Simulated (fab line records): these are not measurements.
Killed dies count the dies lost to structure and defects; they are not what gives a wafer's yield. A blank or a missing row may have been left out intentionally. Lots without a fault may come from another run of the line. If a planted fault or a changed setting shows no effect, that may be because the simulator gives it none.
Split-lot study + flow n5Finfet + 7 lots, 21 wafers read, on a route of 1938 steps

== ON THE SPLIT ==
At N5_BEOL_M13_ILD_DEP_00 (deposits SiOC from DEMS/O2, target thk 837.92 nm, time 166.4 s), the setting timeS was moved away from the recipe's 166.4 s on 3 of the 21 wafers read, by -12.4% to +8.4%. For the rest of the wafers, this setting stayed at what the recipe calls for.

The file shows no step between the split and the reading.

== THE READING ==
M13_ILD_THK, in nm, at N5_BEOL_M13_THK_MEAS_01. On this fab line, fault-free wafers typically give 841 nm with a standard deviation of 12 nm.

| wafer  | tool, chamber at the split | timeS as run, s | against the recipe | M13_ILD_THK, nm | against lot-mates on the recipe |
|--------|----------------------------|-----------------|--------------------|-----------------|---------------------------------|
| L075.1 | pecvd-01, 1                | 145.8           | -12.4%             | 740             | -104                            |
| L075.3 | pecvd-01, 1                | 166.4           | recipe             | 844             | -                               |
| L075.4 | pecvd-01, 1                | 145.8           | -12.4%             | 739             | -105                            |
| L077.2 | pecvd-02, 1                | 166.4           | recipe             | 844             | -                               |
| L077.3 | pecvd-02, 0                | 166.4           | recipe             | 837             | -                               |
| L077.6 | pecvd-02, 1                | 166.4           | recipe             | 867             | -                               |
| L078.2 | pecvd-04, 0                | 180.3           | +8.4%              | 906             | +60                             |
| L078.4 | pecvd-04, 1                | 166.4           | recipe             | 841             | -                               |
| L078.5 | pecvd-04, 0                | 166.4           | recipe             | 850             | -                               |
| L082.2 | pecvd-02, 2                | 166.4           | recipe             | 831             | -                               |
| L082.4 | pecvd-02, 1                | 166.4           | recipe             | 851             | -                               |
| L082.6 | pecvd-02, 0                | 166.4           | recipe             | 848             | -                               |
| L084.1 | pecvd-04, 0                | 166.4           | recipe             | 830             | -                               |
| L084.3 | pecvd-04, 2                | 166.4           | recipe             | 850             | -                               |
| L084.6 | pecvd-04, 1                | 166.4           | recipe             | 857             | -                               |
| L091.1 | pecvd-02, 2                | 166.4           | recipe             | 820             | -                               |
| L091.2 | pecvd-02, 1                | 166.4           | recipe             | 838             | -                               |
| L091.3 | pecvd-02, 0                | 166.4           | recipe             | 824             | -                               |
| L095.3 | pecvd-01, 1                | 166.4           | recipe             | 819             | -                               |
| L095.5 | pecvd-01, 1                | 166.4           | recipe             | 846             | -                               |
| L095.6 | pecvd-01, 0                | 166.4           | recipe             | 832             | -                               |

FIT RESULTS
A straight line over all 21 wafers: M13_ILD_THK changes by +8.09 nm for each +1% of timeS; r = +0.95; the points scatter about the line by 12 nm.
The same after taking each lot's own level away (the mean of its wafers on the recipe; 21 wafers): +8.19 nm for each +1%; r = +0.97; scatter 9.7 nm.
The reading moves by 1e+02 nm for the largest change in timeS, on that fit.
Measured against the standard deviation above, the lots' own levels, which go from 827.3 to 849.3 nm, span 1.8 times it.
Hence the lot-to-lot level has little effect on the slope; both slopes agree.
Check: for one of the wafers moved furthest among these (-12.4%), held out of the fit, the line's prediction against its lot-mates is -101 nm. Against them it came out at -104 nm.

== OTHER SPLITS APPLIED TO THESE WAFERS ==
Other splits were also applied to these wafers ahead of the reading. Each is held against what the fit with the lots' levels taken away leaves over:
| other split on the same wafers | wafers away from the commonest value | r with M13_ILD_THK (lot level and that fit taken away) |
|--------------------------------|--------------------------------------|--------------------------------------------------------|
| N5_BEOL_M11_COAT_05 spinRpm    | 6                                    | +0.06                                                  |
| N5_BEOL_M11_ETCH_62 timeS      | 7                                    | -0.07                                                  |
| N5_BEOL_M12_ILD_DEP_00 timeS   | 8                                    | -0.13                                                  |

== THE WHOLE CHAIN: every reading that the file lists as answering this split, in the file's order ==
| step                    | what it does                                                   | reading                                                                            | change (the file's fit)              | r (the file's) |
|-------------------------|----------------------------------------------------------------|------------------------------------------------------------------------------------|--------------------------------------|----------------|
| N5_BEOL_M13_ILD_DEP_00  | deposits SiOC from DEMS/O2, target thk 837.92 nm, time 166.4 s | SiOC_of_BEOL_M13_ILD_DEP_00.thkNm (the simulator's own value, which no gauge read) | +8 nm for each +1% of the setting    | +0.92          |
| N5_BEOL_M13_THK_MEAS_01 |                                                                | M13_ILD_THK                                                                        | +8.08 for each +1% of the setting    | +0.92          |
| N5_BEOL_M13_VIA_ETCH_16 | etches SiOC in C4F8/O2/Ar, target depth 921.7 nm               | etch.depthNm (the simulator's own value, which no gauge read)                      | +8 nm for each +1% of the setting    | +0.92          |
| N5_BEOL_M13_ETCH_38     | etches SiCN in CF4/N2, target depth 67.5 nm, time 71.9 s       | SiOC_of_BEOL_M13_ILD_DEP_00.thkNm (the simulator's own value, which no gauge read) | +8.17 nm for each +1% of the setting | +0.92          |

== FILE'S OWN FIT ==
M13_ILD_THK changes by +8.08 nm for each +1% of timeS, r = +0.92.
